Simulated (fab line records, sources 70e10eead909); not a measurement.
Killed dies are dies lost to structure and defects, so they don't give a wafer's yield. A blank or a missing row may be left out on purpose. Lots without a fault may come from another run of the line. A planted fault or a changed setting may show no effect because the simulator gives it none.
Problem report in the 8D (eight disciplines) form, filled by code | flow nand_harc | the parts of the form that need people (team, actions taken, sign-off) are left out

1. THE PROBLEM
cd_nm at NHARC_A_M0_CD_MEAS_09 reads a mean of 76.0 nm on 2 wafers of 1 lot; wafers without a fault read 79.8 nm with a standard deviation of 0.87. That is -4.3 standard deviations from the usual mean.
The step: target cd 80 nm.
First seen on wafer L300.3, day 22 02:20, on cd_sem-02. The record holds 15 wafers of 5 lots with a number at this step. Rule for "out", or "out of limits": more than 4 standard deviations from the usual mean. The other wafers with a number count as sound.

2. WHAT IT IS AND WHAT IT IS NOT
question                    | is                | is not
which readings at this step | cd_nm             | -
which lots                  | L300              | L285, L292, L302, L303
which wafers of those lots  | L300.3, L300.4    | L300.5
read on which gauges        | cd_sem-02         | cd_sem-03
when                        | from day 22 02:20 | up to then (10 sound wafers); but 3 sound wafers of L303 came after

3. SUSPECTS, AND WHAT RULES EACH OUT
Counting: a tool at a process step up to the reading stays a suspect if it ran every lot that is out. Sound lots after the first of them don't rule it out here, since some wafers of a struck lot are sound.
- the gauge at NHARC_A_M0_CD_MEAS_09: ruled out. All the wafers that are out were read on cd_sem-02, but those of them that NHARC_A_M0_PEB_07 has rows for are out there too, on other tools.
- cmp-03 at NHARC_A_BLC_CMP_25 (polishes, t overpolish 30 s, target thk 150 nm): kept. It ran the lot that is out, L300 (day 22 01:10); its last sound lot up to then is L302 (day 21 22:39).
- litho_track-06 at NHARC_A_M0_PEB_07 (peb time 65 s): kept. It ran the lot that is out, L300 (day 22 02:16); its last sound lot up to then is L292 (day 19 13:58). Its own readings are out on those wafers: heater_power_total_W.
Left after counting: cmp-03 at NHARC_A_BLC_CMP_25, litho_track-06 at NHARC_A_M0_PEB_07.

4. THE CAUSE (what the simulator had put in)
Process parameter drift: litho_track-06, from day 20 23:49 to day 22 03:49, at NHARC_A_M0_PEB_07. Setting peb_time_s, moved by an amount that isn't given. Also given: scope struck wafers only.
Counting left 2 suspects, and this tool is among them.

5. THE CHAIN OF EFFECTS, in route order
Each row: a reading whose mean over the struck wafers that have a number lies more than 3 standard deviations from the usual. Only readings for which the record gives a usual standard deviation are gone through. hours: the time from each lot's start at the first step in this table that gives one to its start at this step, as a median over the lots. sigmas: the change in usual standard deviations.
hours | step                  | reading              | usual   | on struck wafers | change | sigmas
0     | NHARC_A_M0_PEB_07     | heater_power_total_W | 156.7 W | 165.7            | +9.0   | +23
0     | NHARC_A_M0_CD_MEAS_09 | cd_nm                | 79.8 nm | 76.0             | -3.8   | -4.3
1     | NHARC_A_M0_CD_MEAS_16 | cd_nm                | 79.6 nm | 74.9             | -4.7   | -4.2
The process steps in it:
- NHARC_A_M0_PEB_07: peb time 65 s.
Later measuring or inspecting steps at which every struck wafer that the step has a row for has a number for every such reading, and none has moved that far: NHARC_A_M0_OVL_MEAS_10, NHARC_A_M0_INSPECT_11.

6. WHAT WOULD HAVE CAUGHT IT SOONER
In this record the first reading out of limits at a measuring or inspecting step was taken at day 22 02:20, 27 hours after the fault began at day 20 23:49.
The tool's own readings at NHARC_A_M0_PEB_07 were out on every struck wafer that the step has a row for (heater_power_total_W): an alarm limit on them would have fired on the first of those.
All the lots that are out (1) had begun NHARC_A_M0_PEB_07 on litho_track-06 by day 22 02:20. A hold on the tool at that time would have spared none of them.
